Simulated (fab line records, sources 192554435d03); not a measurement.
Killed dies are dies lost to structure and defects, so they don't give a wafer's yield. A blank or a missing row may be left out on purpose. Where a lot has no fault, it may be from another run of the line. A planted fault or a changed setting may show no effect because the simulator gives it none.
fab line records | flow n5-finfet
[record] lots = 3 wafers = 9 last-day = 17
route steps=1938 shown SD_EPI_N@263 SD_EPI_P@295 BEOL_M4@1111 PASSIVATION@1936
lots that met no fault: taken from a fault-free run of the same line
start-h: hours from the record's first day to the start of the lot's first wafer shown | wait-h: hours from the lot's prior step to this one | " identical to the entry in the row above | L1.1+2: several wafers, shown together as one row | - either no value or no given start | * or withheld: withheld | < > ~ a bound
route shown NAME@n: names a module that has steps shown in the file, with the first one's number in the route | usual: mean and standard deviation over wafers with no fault | same: alike in all rows | chamber/n: place in a boat | sites: per-site readings | _std_site: the values' standard deviation | _edge_site: outer sites' mean less inner sites' | radius-mm: how far each site lies from the wafer's centre | mask NAME#n: copy n | behind: the tool/chamber that last shaped the wafer | hold: why the lot went on hold/how many hours it stayed there/how the hold came to an end | device: names the non-switching transistor (n, p or np) | end of line: the tests these same wafers got at the end of their route | a step without rows: its recipe alone | killed: count of dies lost to structure and defects at first sort (not the wafer's yield) | map: per-die view of a wafer (x killed, . not killed, _ where there is no die)
set.NAME: the setting the step ran with; set.NAME@STEP: the setting that earlier step ran with | model.NAME: the simulator's own value behind a step, which no gauge read
lots at selected steps of the route; one table per step, one row per wafer
services: the hour from which a tool's chamber was out of use, counted from the record's first day as start-h (under 0 if before that day), plus the number of hours and why
[[steps]]
[step N5_SD_EPI_N_COAT_33]
[recipe] resist = SiARC temp-c = 220 time-s = 60 spin-rpm = 1500 resist-thk-nm = 35
[step N5_SD_EPI_N_COAT_03]
[recipe] resist = CAR-ArF-block spin-rpm = 1500 resist-thk-nm = 150
[step N5_SD_EPI_N_EBR_05]
[recipe] solvent = PGMEA ebr-width-mm = 1.5
[step N5_SD_EPI_N_SOFTBAKE_04]
[recipe] temp-c = 110 time-s = 60 resist = CAR-ArF-block
[step N5_SD_EPI_N_EXPOSE_06]
[recipe] mask-id = SD_N_BLK na = 1.35 source-shape = conventional sigma-outer = 0.8 polarization = unpolarized target-cd-nm = 120 dose-mj = 39.75
[step N5_SD_EPI_N_PEB_07]
[recipe] peb-temp-c = 110 peb-time-s = 60 resist = CAR-ArF-block
[step N5_SD_EPI_N_DEVELOP_08]
[recipe] develop-time-s = 30 developer = TMAH resist = CAR-ArF-block dev-temp-c = 23 rinse-liquid = diw dry = air-spin
[step N5_SD_EPI_N_DESCUM_14]
[recipe] chemistry = O2 time-s = 7.9 source-power-w = 50 bias-power-w = 20 pressure-mtorr = 20 rf-frequency-hz = 2.712e+07 temp-c = 40 resist = CAR-ArF-block o2-flow-sccm = 225
[step N5_SD_EPI_N_ETCH_34]
[recipe] chemistry = CF4 target = SiARC target-depth-a = 455 mask-material = CAR-ArF-block time-s = 75.8 ion-energy-ev = 80 pressure-mtorr = 40 source-w = 545 bias-w = 36 Ar_flow_sccm = 100 cf4-flow-sccm = 100 ends = cleared
[step N5_SD_EPI_N_ETCH_35]
[recipe] chemistry = N2/H2 target = SOC overetch-a = 1080 mask-material = SiARC temp-c = 40 ion-energy-ev = 100 source-w = 3000 bias-w = 133 pressure-mtorr = 20 time-s = 486 n2-flow-sccm = 200 h2-flow-sccm = 200
[usual] drypump-motor-current-A = 5.9/0.44 oes-product-au = 0.73/0.079 rf-fwd-power-W = 2997/9.4 rf-vpp-V = 240.5/1.5 showerhead-plenum-p-Torr = 2.53/0.1 throttle-valve-pct = 23.79/0.29
// columns lot.wafer tool chamber start-h wait-h drypump-motor-current-A oes-product-au rf-fwd-power-W rf-hours-counter-h rf-vpp-V showerhead-plenum-p-Torr throttle-valve-pct model.SD_EPI_N.cd-nm model.SiARC_of_SD_EPI_N_COAT_33.thk-nm
L974.1 rie-diel-03 2 61.76 0.0 5.1 0.68 2994 151 240.8 2.56 24.10 118.2 20.4
L974.2 " 1 " " 5.9 0.85 3015 7 241.2 2.58 23.62 120 20
L974.5 " 0 " " 5.7 0.65 2979 - 239.3 2.40 23.85 118.6 20
L983.1 rie-diel-03 2 119.75 0.0 5.1 0.66 2990 172 242.6 2.55 24.13 118.8 20.2
L983.3 " 0 " " 5.7 0.64 3005 213 239.1 2.39 23.86 120 19.4
L983.5 " 3 " " 5.4 0.78 2264 - 267.4 2.71 23.55 116.6 22.4
L988.2 rie-diel-04 2 145.12 0.0 6.3 0.64 3001 204 239.6 2.41 24.07 121.6 19.8
L988.4 " 3 " " 5.3 0.78 3009 33 240.0 2.47 23.27 121.8 18.6
L988.5 " 3 " " 5.3 0.79 3003 - 239.1 2.47 23.26 122.4 18.8
[step N5_SD_EPI_N_STRIP_36]
[recipe] chemistry = N2/H2 temp-c = 40 n2-flow-sccm = 200 h2-flow-sccm = 200 rf-frequency-hz = 6e+07
[step N5_SD_EPI_N_ETCHBACK_44]
[recipe] chemistry = CH3F/O2 mode = anisotropic-etchback target = SiNx target-depth-a = 145 stop-on = SiO2 over-etch-frac = 0.3 ion-energy-ev = 120 pressure-mtorr = 30 source-w = 395 bias-w = 73 Ar_flow_sccm = 150 CH3F_flow_sccm = 30 O2_flow_sccm = 20
[step N5_SD_EPI_N_ETCH_45]
[recipe] chemistry = CH3F/O2 target = SiOCN target-depth-a = 60 mask-material = SOC ion-energy-ev = 60 bias-w = 29 pressure-mtorr = 15 source-w = 410 Ar_flow_sccm = 150 CH3F_flow_sccm = 30 O2_flow_sccm = 20
[step N5_SD_EPI_N_ETCH_16]
[recipe] chemistry = CHF3/O2 target = SiO2 target-depth-a = 50 mask-material = SOC pressure-mtorr = 30 source-w = 650 bias-w = 170 Ar_flow_sccm = 200 CHF3_flow_sccm = 50 O2_flow_sccm = 5 ion-energy-ev = 200
[usual] drypump-motor-current-A = 5.9/0.44 oes-product-au = 0.82/0.092 rf-fwd-power-W = 642.9/2.5 rf-vpp-V = 528/11 showerhead-plenum-p-Torr = 2.41/0.095 throttle-valve-pct = 18.90/0.23
// columns lot.wafer tool chamber start-h wait-h drypump-motor-current-A oes-product-au rf-fwd-power-W rf-hours-counter-h rf-vpp-V showerhead-plenum-p-Torr throttle-valve-pct model.SiARC_of_SD_EPI_N_COAT_33.thk-nm
L974.1 rie-diel-03 2 62.29 0.1 5.1 0.74 639.5 151 541 2.42 18.89 13.2
L974.2 " 1 " " 5.9 0.93 642.0 7 522 2.48 19.11 12.8
L974.5 " 0 " " 5.7 0.72 644.7 - 509 2.29 19.00 12.6
L983.1 rie-diel-03 2 120.27 0.1 5.1 0.72 639.5 172 541 2.41 18.92 13
L983.3 " 0 " " 5.7 0.72 642.0 213 510 2.28 19.03 12
L983.5 " 3 " " 5.4 0.90 641.3 - 544 2.55 18.53 15
L988.2 rie-diel-04 2 145.65 0.1 6.3 0.71 647.0 204 528 2.29 19.32 12.4
L988.4 " 3 " " 5.3 0.89 646.1 33 514 2.35 18.56 11
L988.5 " 3 " " 5.3 0.89 649.6 - 515 2.35 18.57 11.2
[step N5_SD_EPI_N_STRIP_47]
[recipe] chemistry = CHF3/O2 resist = SiARC rf-frequency-hz = 6e+07
[step N5_SD_EPI_N_SD_RECESS_17]
[recipe] chemistry = HBr/Cl2/O2 target-depth-a = 410 mask-material = SOC time-s = 23.7 bt-time-s = 3 pressure-mtorr = 10 icp-w = 800 bias-w = 112 HBr_flow_sccm = 150 Cl2_flow_sccm = 80 O2_flow_sccm = 12
[usual] drypump-motor-current-A = 5.6/0.55 oes-product-au = 1.007/0.016 rf-fwd-power-W = 795.9/2.5 throttle-valve-pct = 37.0/0.3
// columns lot.wafer tool chamber start-h wait-h drypump-motor-current-A oes-product-au rf-fwd-power-W rf-hours-counter-h throttle-valve-pct model.SD_EPI_N.cd-nm
L974.1 rie-si-01 1 62.36 0.0 5.8 0.986 795.1 130 37.2 118
L974.2 " 3 " " 5.1 1.010 793.9 6 36.9 120
L974.5 " 3 " " 5.1 1.010 796.2 - 36.9 118.8
L983.1 rie-si-06 0 120.34 0.0 5.4 1.004 801.3 169 36.9 118.6
L983.3 " 2 " " 5.1 1.013 792.9 177 37.6 120.2
L983.5 " 2 " " 5.1 1.012 800.8 - 37.6 116.6
L988.2 rie-si-01 2 145.72 0.0 6.7 1.028 802.8 131 36.7 121.6
L988.4 " 3 " " 5.1 1.006 797.7 8 36.9 121.8
L988.5 " 2 " " 6.7 1.027 794.0 - 36.7 122.6
[step N5_SD_EPI_N_STRIP_38]
[recipe] chemistry = N2/H2 power-w = 1000 temp-c = 250 h2-frac = 0.65 overash-fraction = 0.3 pressure-mtorr = withheld n2-flow-sccm = 1750 h2-flow-sccm = 3250
[step N5_SD_EPI_N_WET_ETCH_43]
[recipe] chemistry = dHF dilution = withheld time-s = 14 target = SiO2 target-depth-a = 15 temp-c = 25
[step N5_SD_EPI_N_STRIP_18]
[recipe] chemistry = SPM time-s = 750 temp-c = 130 h2so4-h2o2-vol-ratio = 4
[step N5_SD_EPI_N_SRD_20]
[recipe] dry = ipa-marangoni do-ppb = 5 time-s = 30 temp-c = 23 rinse-liquid = diw
[step N5_SD_EPI_N_PRECLEAN_48]
[recipe] chemistry = NF3:NH3 afs-cycles = 2 temp-c = 30 time-s = 20 sublimation-temp-c = 180 sublimation-time-s = 60 pressure-torr = 3 rf-power-w = 30
[step N5_SD_EPI_N_VAPOR_ETCH_50]
[recipe] chemistry = HCl target = Si temp-c = 775 time-s = 54 pressure-torr = 20 mode = isotropic
[step N5_SD_EPI_N_EPI_21]
[recipe] material = Si:P dopant = P temp-c = 680 pressure-torr = 255 time-s = 690
[step N5_SD_EPI_N_PRECLEAN_24]
[recipe] chemistry = O3/DIW time-s = 60 temp-c = 22 o3-ppm = 10
[step N5_SD_EPI_N_SRD_25]
[recipe] time-s = 30 temp-c = 23 rinse-liquid = diw dry = ipa-marangoni
[step N5_SD_EPI_N_PRECLEAN_49]
[recipe] chemistry = NF3:NH3 afs-cycles = 1 temp-c = 30 time-s = 20 sublimation-temp-c = 180 sublimation-time-s = 60 pressure-torr = 3 rf-power-w = 30
[step N5_SD_EPI_N_LINER_46]
[recipe] material = SiNx target-thk-a = 30 temp-c = 400 ald-precursor-family = SiH2I2 ald-co-reactant = N2/H2-plasma pressure-torr = 2
[step N5_SD_EPI_P_COAT_34]
[recipe] resist = SOC temp-c = 250 time-s = 60 spin-rpm = 1500 resist-thk-nm = 350
[step N5_SD_EPI_P_COAT_35]
[recipe] resist = SiARC temp-c = 220 time-s = 60 spin-rpm = 1500 resist-thk-nm = 35
[step N5_SD_EPI_P_COAT_03]
[recipe] resist = CAR-ArF-block spin-rpm = 1500 resist-thk-nm = 150
[step N5_SD_EPI_P_EBR_05]
[recipe] solvent = PGMEA ebr-width-mm = 1.5
[step N5_SD_EPI_P_SOFTBAKE_04]
[recipe] temp-c = 110 time-s = 60 resist = CAR-ArF-block
[step N5_SD_EPI_P_EXPOSE_06]
[recipe] mask-id = SD_P_BLK na = 1.35 source-shape = conventional sigma-outer = 0.8 polarization = unpolarized target-cd-nm = 240 dose-mj = 39.5
[step N5_SD_EPI_P_PEB_07]
[recipe] peb-temp-c = 110 peb-time-s = 60 resist = CAR-ArF-block
[step N5_SD_EPI_P_DEVELOP_08]
[recipe] develop-time-s = 30 developer = TMAH resist = CAR-ArF-block dev-temp-c = 23 rinse-liquid = diw dry = air-spin
[step N5_BEOL_M4_RC_MEAS_101]
[usual] DIBL_N = 36.3/1.9 DIBL_P = 36.0/2.1 IOFF_N = 0.16/0.031 IOFF_P = 0.21/0.035 ION_N = 675/14 ION_P = 464/8.5 SS_N = 71.5/0.6 SS_P = 73.3/0.72 VT_N = 250/3.2 VT_P = -250/3.1
// columns lot.wafer tool chamber start-h wait-h DIBL_N[mV/V] DIBL_P[mV/V] IOFF_N[nA/um] IOFF_P[nA/um] ION_N[uA/um] ION_P[uA/um] SS_N[mV/dec] SS_P[mV/dec] VT_N[mV] VT_P[mV]
L974.1 prober-01 0 173.88 0.0 33.3 32.1 0.11 0.15 658 456 70.6 72.4 255 -256
L974.2 " 0 " " 34.7 33.8 0.13 0.16 672 460 70.7 72.0 253 -255
L974.5 " 0 " " 35.3 33.9 0.13 0.16 662 446 71.4 73.6 255 -256
L988.2 prober-02 0 295.45 0.2 34.9 34.0 0.13 0.17 667 461 71.4 73.6 251 -250
L988.4 " 0 " " 37.8 38.2 0.19 0.25 690 475 71.7 74.8 247 -247
L988.5 " 0 " " 38.5 38.7 0.20 0.25 696 476 72.1 74.2 244 -245
L983.1 prober-01 0 295.46 0.0 37.8 35.8 0.18 0.22 679 465 70.9 72.6 251 -249
L983.3 " 0 " " 34.0 32.2 0.12 0.18 685 467 70.2 72.3 255 -248
[step N5_PASSIVATION_PROBE_49]
[usual] defect-limited-yield = 91.0/1.5 killed_at_M0_to_M3 = 32/9.6 killed_at_M4_up = 13/4.7 killed-at-contacts = 13/7.2 killed-at-front-end = 44/13 killed-at-other = 4/3.4 killed-dies = 106/18 killed-on-rim = 14/4.2 killed-open = 70/13 killed-short = 35/8 sort_bin_5_function = 5.3/0.97 sort_bin_6_memory = 3.4/0.73 sort-n-pass = 1074/18 sort-yield-pct = 91.0/1.5
[same] gross-dies = 1180 killed-at-back-side = 0 sort_bin_4_leakage[%] = 0 sort_bin_8_speed[%] = 0
// columns lot.wafer tool chamber start-h wait-h defect-limited-yield[%] killed_at_M0_to_M3 killed_at_M4_up killed-at-contacts killed-at-front-end killed-at-other killed-dies killed-on-rim killed-open killed-short sort_bin_5_function[%] sort_bin_6_memory[%] sort-n-pass sort-yield-pct[%]
L983.5 prober-01 - 402.60 0.2 14.0 39 9 8 957 2 1015 86 103 46 80.8 4.8 165 14.0
// killed by level:class
L983.5 SD_EPI_N:area-etch=865 FIN_SAQP:geometric-particle:open=29 STI_FIN_REVEAL:geometric-particle:open=18 FIN_SAQP:geometric-particle:short=14 DUMMY_GATE:geometric-particle:open=13 BEOL_M0_SAQP:geometric-particle:open=12 BEOL_M0_SAQP:geometric-particle:short=12 MOL_CONTACT_COAG:geometric-particle:open=7
// map L983.5 (x killed, . not)
_________________xx.x..xx..xx________________
______________xxxxxxx.x.xx..xx.._____________
___________xxxxxxxxxxxx..xxxxxx..x.__________
__________xxxxxxxxxx.xxxxxxx..xx.x.x_________
________xxxxxxxxxxxxxxxxxxxxxxxxxx...x_______
_______xxxxxxxxxxxxxxxxxxxxxxxxxx.xx...______
______xxxxxxxxxxxxxxxxxxxxxx.xxxxxxx...._____
_____xxxxxxxxxxxxxxxxxxxxxxxxxxx.x.x..x..____
____xxxxxxxxxxxxxxxxxxxxxxxxxx.xxx........___
___xxxxxxxxxxxxxxxxxxxxxxxxxxxxxxx.xx....x.__
___xxxxxxxxxxxxxxxxxxxxxxxxxxxxxxxx..xx....__
__xxxxxxxxxxxxxxxxxxxxxxxxxxxxxxxxxx..x.x..._
__xxxxxxxxxxxxxxxxxxxxxxxxxxxxxxxxxx.x...xx._
_xxxxxxxxxxxxxxxxxxxxxxxxxxxxxxxxxxxxx.xx..xx
_xxxxxxxxxxxxxxxxxxxxxxxxxxxxxxxxxxxxxxxxx.x.
_xxxxxxxxxxxxxxxxxxxxxxxxxxxxxxxxxxxxxxx.x...
_xxxxxxxxxxxxxxxxxxxxxxxxxxxxxxxxxxxxxxxxxxx.
_xxxxxxxxxxxxxxxxxxxxxxxxxxxxxxxxxxxxx.xx....
_xxxxxxxxxxxxxxxxxxxxxxxxxxxxxxxxxxxxxxxx...x
_xxxxxxxxxxxxxxxxxxxxxxxxxxxxxxxxxxxxxxxx..x.
_xxxxxxxxxxxxxxxxxxxxxxxxxxxxxxxxxxxxxxxxxx..
__xxxxxxxxxxxxxxxxxxxxxxxxxxxxxxxxxx.x.xx.x._
__xxxxxxxxxxxxxxxxxxxxxxxxxxxxxxxxxxxxxx.xx._
___xxxxxxxxxxxxxxxxxxxxxxxxxxxxxxxxxxxx..x.__
___x.xxxxxxxxxxxxxxxxxxxxxxxxxxxxxxxxxx.x..__
____xxx.xxxxxx.xx.xxxxxxxxxxxxxx.xxx.xxxx.___
_____xxxxxxx.xxxxxxxxxxxxx.xxxxxxxxxx.x..____
______xxxxxxxxxxxxxxxxxxxxxxxxxxxx..x..._____
_______x.xxxxxxxxxxxxxxxxx.xx.xx.xx....______
________xxxxxxxxxxxxxxxxxx.x.xxxxxxxx._______
__________.xxxx.xxxxxxxxxx.xx..x.xx._________
___________x.x.x.xxxxxxxxxx.x.x...x__________
______________x..x.xxx...xx....x_____________
_________________.xxxx.x...x.________________
// map L974.5 (x killed, . not)
_________________.....x......________________
______________...x......x.....x._____________
___________........................__________
__________.....x.x.................._________
________....x......x.................._______
_______..x....x......x..........x......______
______.x...x................xx....x..x.._____
_____.x......x.....x.............x.......____
____.......x.x.............x........x.....___
___.........x...........x........x......x..__
___..x.....x...x......x.............x......__
__..........x.................x......xx....._
__....................x........x........x..x_
_x.................x....x.x...........x......
_..x..xx..........x..........x.....xx....x...
_.x.........................xxx..............
_........xx........x.x..x....x...............
_x.....x..x.........x................x.......
_..xx.........x..x...........................
_.............xxx.x...x...........x..........
_..................x.....x...x.x.......x....x
__............x..................x........x._
__..........................x..............x_
___....................................x...__
___..x.x.............x.x....x.x.xx.x.......__
____......x.xx....xx..........x.x..x......___
_____....x...xx........x....x......x.....____
______....x....x........................_____
_______.x...........x.........x..x.....______
________..x...x....x...xx.........x..._______
__________.........................._________
___________...x..x..x...x..........__________
______________...x......x.x.x..._____________
_________________x.x........x________________
[[services]]
// columns tool chamber start-h hours kind
rie-diel-03 3 38.80 - clean
rie-diel-03 3 38.80 - consumable-replace:focus-ring
rie-diel-03 3 38.80 - consumable-replace:showerhead
rie-diel-03 3 38.80 32.4 scheduled-down
rie-diel-03 3 38.80 32.4 vent-cycle
rie-si-06 1 43.62 4.2 repair
rie-diel-03 1 50.89 8.8 repair
rie-diel-04 0 82.80 - clean
rie-diel-04 0 82.80 - consumable-replace:focus-ring
rie-diel-04 0 82.80 22.1 scheduled-down
rie-diel-04 0 82.80 22.1 vent-cycle
rie-diel-04 1 98.25 7.9 repair
rie-si-06 - 100.57 14.6 pm
rie-diel-04 - 101.94 0.2 repair
rie-diel-03 2 103.38 6.4 repair
rie-diel-03 0 107.48 11.9 repair
rie-diel-04 0 111.02 1.2 repair
rie-si-06 - 128.46 0.8 repair
[[key]]
[first-sign] step = N5_SD_EPI_N_ETCH_35 reading = rf-fwd-power-W direction = down sigmas = 78 usual = * struck = *
[effect] step = N5_SD_EPI_N_ETCH_35 reading = rf-vpp-V direction = up sigmas = 18 usual = 240.5 struck = 267.4
[effect] step = N5_PASSIVATION_PROBE_49 reading = sort_bin_5_function direction = up sigmas = 78 usual = 5.3 struck = 80.8
[model-effect] step = N5_SD_EPI_N_ETCH_35 value = SD_EPI_N.cd-nm without = 120.4 struck = 116.6
[model-effect] step = N5_SD_EPI_N_ETCH_16 value = SiARC_of_SD_EPI_N_COAT_33.thk-nm without = 12 struck = 15
[model-effect] step = N5_SD_EPI_N_SD_RECESS_17 value = SD_EPI_N.cd-nm without = 120.4 struck = 116.6
[more-kills-born-at] N5_SD_EPI_N_ETCH_35@rie-diel-03 = 865
met-at N5_SD_EPI_N_ETCH_35
struck-wafers L983.5
later-rows-left-out L983.5
[fault] kind = process-parameter-drift tool = rie-diel-03 chamber = 3 onset-h = 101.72 steps = N5_SD_EPI_N_ETCH_35 channel = source-w offset = -720 shape = step end-h = 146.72 acts-in = these-recipes-only stated = 3000
// later-rows-left-out: the simulator's readings of these wafers behind a module that went badly wrong aren't trusted and aren't shown, but for the sort
